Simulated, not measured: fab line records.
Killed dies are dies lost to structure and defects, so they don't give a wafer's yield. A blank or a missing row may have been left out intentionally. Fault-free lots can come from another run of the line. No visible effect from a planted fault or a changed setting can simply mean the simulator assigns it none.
One fault seen from 3 desks    flow n5-finfet    what lay behind the numbers comes last; until then each desk has only its own

TOOL OWNER'S DESK, hp-anneal-01
The tool's own readings at N5_MOL_CONTACT_COAG_ANNEAL_112 (time 1800 s): means of the sampled wafers that have a number, for each lot that ran on this tool. A lot is out of limits, marked OUT, if its mean lies more than 4 standard deviations from the usual mean; the brackets give that distance. 7 of its 11 readings are shown: the first one out of limits and those lying furthest out on some lot.
Columns: A = spike-tc-bottom-C at N5_MOL_CONTACT_COAG_ANNEAL_112, usual 425.4 C; B = spike-tc-centre-C at N5_MOL_CONTACT_COAG_ANNEAL_112, usual 401.2 C; C = spike-tc-lower-C at N5_MOL_CONTACT_COAG_ANNEAL_112, usual 398.4 C; D = spike-tc-top-C at N5_MOL_CONTACT_COAG_ANNEAL_112, usual 428.5 C; E = spike-tc-upper-C at N5_MOL_CONTACT_COAG_ANNEAL_112, usual 401.8 C; F = wafer_temp_C_max at N5_MOL_CONTACT_COAG_ANNEAL_112, usual 402.3; G = zone-power-bottom-pct at N5_MOL_CONTACT_COAG_ANNEAL_112, usual 13.77 %
lot   first seen here  A                B                C                D                E                F                G
L112  day 5 09:53      426.0            401.3            398.9            428.9            401.9            402.6            13.61
L113  day 5 09:53      425.8            400.9            398.8            429.5            401.4            402.1            13.65
L114  day 5 17:35      425.0            401.5            396.8            429.2            401.9            402.5            13.82
L115  day 6 01:39      425.5            402.0            397.8            428.0            402.0            402.4            13.84
L116  day 6 04:39      424.9            401.0            397.8            428.1            402.4            402.5            13.78
L117  day 6 07:39      424.6            401.0            397.3            427.4            401.1            402.1            13.58
L120  day 7 05:53      426.4            401.2            398.2            427.9            400.2            401.7            13.80
L121  day 7 08:53      425.2            400.7            398.5            428.6            401.7            402.7            13.73
L122  day 7 21:04      403.2 (-20) OUT  379.0 (-24) OUT  377.0 (-21) OUT  408.2 (-20) OUT  380.1 (-22) OUT  379.8 (-47) OUT  12.72 (-8.1) OUT
L123  day 8 00:04      403.2 (-20) OUT  378.4 (-25) OUT  376.2 (-22) OUT  407.0 (-22) OUT  379.9 (-22) OUT  380.4 (-46) OUT  12.64 (-8.7) OUT
L134  day 10 15:13     425.8            401.2            397.5            429.2            401.6            402.4            13.81
L135  day 10 21:59     424.8            401.2            398.2            429.4            401.6            402.5            13.76
Finding of this desk: L122, L123 out of limits; the first was L122 at day 7 21:04, on spike-tc-bottom-C at N5_MOL_CONTACT_COAG_ANNEAL_112. In limits: L112, L113, L114, L115, L116, L117, L120, L121, L134, L135.

AT THE METROLOGY DESK
What the gauges read for every lot (on any tool): the sampled wafers with a number, averaged. A lot is out of limits, marked OUT, if its mean lies more than 4 standard deviations from the usual mean; the brackets give that distance.
Columns: A = cd-nm at N5_MOL_CONTACT_COAG_CD_MEAS_137, usual 16.0 nm; B = cd-nm at N5_MOL_CONTACT_COAG_CD_MEAS_40, usual 25.08 nm
lot   first seen here  A     B
L112  day 5 06:15      15.9  25.04
L113  day 5 07:50      16.3  24.93
L114  day 5 15:13      15.9  24.97
L115  day 5 23:29      15.8  24.85
L116  day 6 00:05      15.6  24.98
L117  day 6 05:20      16.4  25.44
L120  day 7 01:31      16.1  25.16
L121  day 7 05:38      16.0  24.98
L122  day 7 19:01      16.5  25.21
L123  day 7 19:16      15.9  24.91
L134  day 10 13:10     15.6  24.83
L135  day 10 19:30     16.3  25.20
Finding of this desk: none of the 12 lots has anything out of limits.

THE DEFECT DESK
Per lot, the means of the sampled wafers with a number show what the inspections along the route counted. A lot is out of limits, marked OUT, if its mean lies more than 4 standard deviations from the usual mean; the brackets give that distance.
Columns: A = raw-defect-count at N5_MOL_CONTACT_COAG_INSPECT_97, usual 43
lot   first seen here  A
L112  day 5 12:55      23
L113  day 5 12:55      38
L114  day 5 20:37      26
L115  day 6 04:41      42
L116  day 6 07:42      61
L117  day 6 10:41      50
L120  day 7 08:56      88
L121  day 7 11:55      54
L122  day 8 00:06      33
L123  day 8 03:06      31
L134  day 10 18:15     40
L135  day 11 01:01     50
Finding of this desk: none of the 12 lots has anything out of limits.

TAKEN TOGETHER
On L122, L123, at day 7 21:04, an alarm was possible from the tool owner's desk.
At the metrology desk, nothing out of limits was observed.
The defect desk saw nothing out of limits.
The metrology desk holds a record of L122, L123, inside its limits.
The defect desk has L122, L123 on record, within its limits.
Of the lots named, all ran N5_MOL_CONTACT_COAG_ANNEAL_112 on hp-anneal-01.

WHAT THE SIMULATOR HAD PUT IN
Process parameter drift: hp-anneal-01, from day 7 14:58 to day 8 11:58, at N5_MOL_CONTACT_COAG_ANNEAL_112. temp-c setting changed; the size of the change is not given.
Lots struck among those shown: L122, L123.
Time in hours from fault onset to the first out-of-limits reading at each desk: the tool owner's desk, 6.
